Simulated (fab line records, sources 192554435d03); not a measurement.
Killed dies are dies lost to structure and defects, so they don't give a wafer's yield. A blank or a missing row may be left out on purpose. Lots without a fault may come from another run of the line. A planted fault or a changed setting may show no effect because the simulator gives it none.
Chamber matching | flow n5_finfet | N5_FIN_SAQP_ETCH_69 on rie_diel-03: 4 sister chambers
The step etches SOC in N2/H2, stops on SiNx, target depth 150 nm. 4 wafers are shown with their chamber, then 6 later ones without.

WAFERS WITH THEIR CHAMBER
wafer  | chamber | showerhead_plenum_p_Torr (Torr)
L135.2 | 3       | 2.54
L136.1 | 1       | 2.60
L145.3 | 0       | 2.53
L145.6 | 2       | 2.60

WAFERS WITHOUT THEIR CHAMBER
wafer  | showerhead_plenum_p_Torr (Torr)
L149.1 | 2.60
L149.4 | 2.52
L149.5 | 2.52
L152.1 | 2.52
L152.2 | 2.52
L152.3 | 2.59

WHICH CHAMBER EACH WENT THROUGH
wafer  | from the rows above     | in truth
L149.1 | can't be placed: 1 or 2 | 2
L149.4 | can't be placed: 0 or 3 | 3
L149.5 | can't be placed: 0 or 3 | 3
L152.1 | can't be placed: 0 or 3 | 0
L152.2 | can't be placed: 0 or 3 | 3
L152.3 | can't be placed: 1 or 2 | 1
Placed correctly: 0 of 6. Can't be placed from these rows: 6 (the true chamber is among the candidates in 6). Placed wrongly: 0.
How it was worked out, from the rows above alone: a wafer's distance from a chamber is the root of the sum, over the readings, of the square of ((its reading less the chamber's mean) divided by the reading's scatter). The wafer belongs to the nearest chamber; if the next one is less than 2 further off, it can't be placed. A chamber's mean is the mean of its shown wafers. The scatter: with one shown wafer a chamber, the root of the mean of the squares of how far each hidden wafer lies from its nearest shown one.
